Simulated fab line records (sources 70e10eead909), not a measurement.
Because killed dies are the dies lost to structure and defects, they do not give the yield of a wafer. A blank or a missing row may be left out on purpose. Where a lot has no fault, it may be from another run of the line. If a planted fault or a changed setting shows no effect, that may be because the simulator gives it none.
Problem report in the 8D (eight disciplines) form, filled by code | flow nand harc | the parts of the form that need people (team, actions taken, sign-off) are left out

## 1. PROBLEM STATEMENT
Wafers without a fault read 998 nm, standard deviation 11; thk nm at NHARC_A_ONON_D1_THK_MEAS_14 reads a mean of 575 nm on 6 wafers belonging to 2 lots. That is -38 standard deviations from the usual mean.
The step: measures by ellipsometry.
Earliest sighting: wafer L656.3 on film metro-01 at day 9 19:06. The record holds 36 wafers of 12 lots with a number at this step. The rule behind "out" and "out of limits": a value lying over 4 standard deviations away from the usual mean. All remaining wafers that have a number are taken as sound.

## 2. WHAT IT IS AND WHAT IT IS NOT
question                    | is                     | is not
which readings at this step | thk nm                 | -
which lots                  | L655, L656             | L646, L647, L648, L649, L660, L663, L664, L665, L667, L669
which wafers of those lots  | all that have a number | -
read on which gauges        | film metro-01          | film metro-02
when                        | from day 9 19:06       | up to then (12 sound wafers); but 18 sound wafers of L660, L663, L664, L665, L667, L669 came after

## 3. THE SUSPECTS, EACH WITH WHAT RULES IT OUT
Counting: a tool at a process step up to the reading stays a suspect if it ran every lot that is out and no sound lot after the first of them.
- the gauge at NHARC_A_ONON_D1_THK_MEAS_14: ruled out. All the wafers that are out were read on film metro-01, but those of them that NHARC_END_SORT_01 has rows for are out there too, on other tools.
- rie diel-04 at NHARC_P_BONDPAD_ETCH_12 (etches the open film in CHF3/O2, target depth 200 nm, time 100 s): ruled out as a lasting fault. After its first lot that is out, L656 (day 8 14:52), sound lots L663, L665, L667, L669 ran on it. Because NHARC_P_BONDPAD_ETCH_12 lacks a start for some lots, the hours and order of its lots are taken from NHARC_P_BONDPAD_CD_MEAS_13.
- rtp anneal-01 at NHARC_A_ZERO_WELL_RTA_16 (time 10 s): ruled out as a lasting fault. After its first lot that is out, L656 (day 8 19:47), sound lots L660, L663, L667 ran on it.
- pecvd onon-02 at NHARC_A_ONON_D1_DEP_12 (target thk 1000 nm): kept. Every lot that is out went through it, starting with L656 (day 9 18:42), and after that it ran no sound lot; the last sound lot it ran before then is L647 (day 8 06:43).
Remaining after the count: pecvd onon-02 at NHARC_A_ONON_D1_DEP_12.

## 4. THE CAUSE (what the simulator had put in)
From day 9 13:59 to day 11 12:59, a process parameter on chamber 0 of pecvd onon-02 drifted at NHARC_A_ONON_D1_DEP_12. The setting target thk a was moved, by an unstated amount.
Only this tool survived the counting.

## 5. SEQUENCE OF EFFECTS, ordered by route
Rows list readings where the struck wafers' mean (over those with a number) sits beyond 3 standard deviations from the usual. Only readings whose record carries a usual standard deviation are examined. hours: median over the lots of the time between each lot's start at the first step of this table that gives one and its start at this step. sigmas: the change, counted in usual standard deviations.
hours | step                        | reading         | usual  | on struck wafers | change | sigmas
0     | NHARC_A_ONON_D1_THK_MEAS_14 | thk nm          | 998 nm | 575              | -423   | -38
277   | NHARC_END_SORT_01           | killed at array | 26     | 673              | +647   | +67
277   | NHARC_END_SORT_01           | killed dies     | 31     | 677              | +646   | +67

## 6. HOW IT WOULD HAVE BEEN CAUGHT EARLIER
Counted from the fault's start at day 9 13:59, it took 5 hours until the first out-of-limits reading at a measuring or inspecting step in this record, taken at day 9 19:06.
Tool readings at NHARC_A_ONON_D1_DEP_12 with a usual standard deviation given in the record: none out on any struck wafer, hence no alarm at a limit of 4 standard deviations on them.
Lots out: 2; of these, L655 started NHARC_A_ONON_D1_DEP_12 on pecvd onon-02 after day 9 19:06. It would have been spared by a hold on the tool at that moment.
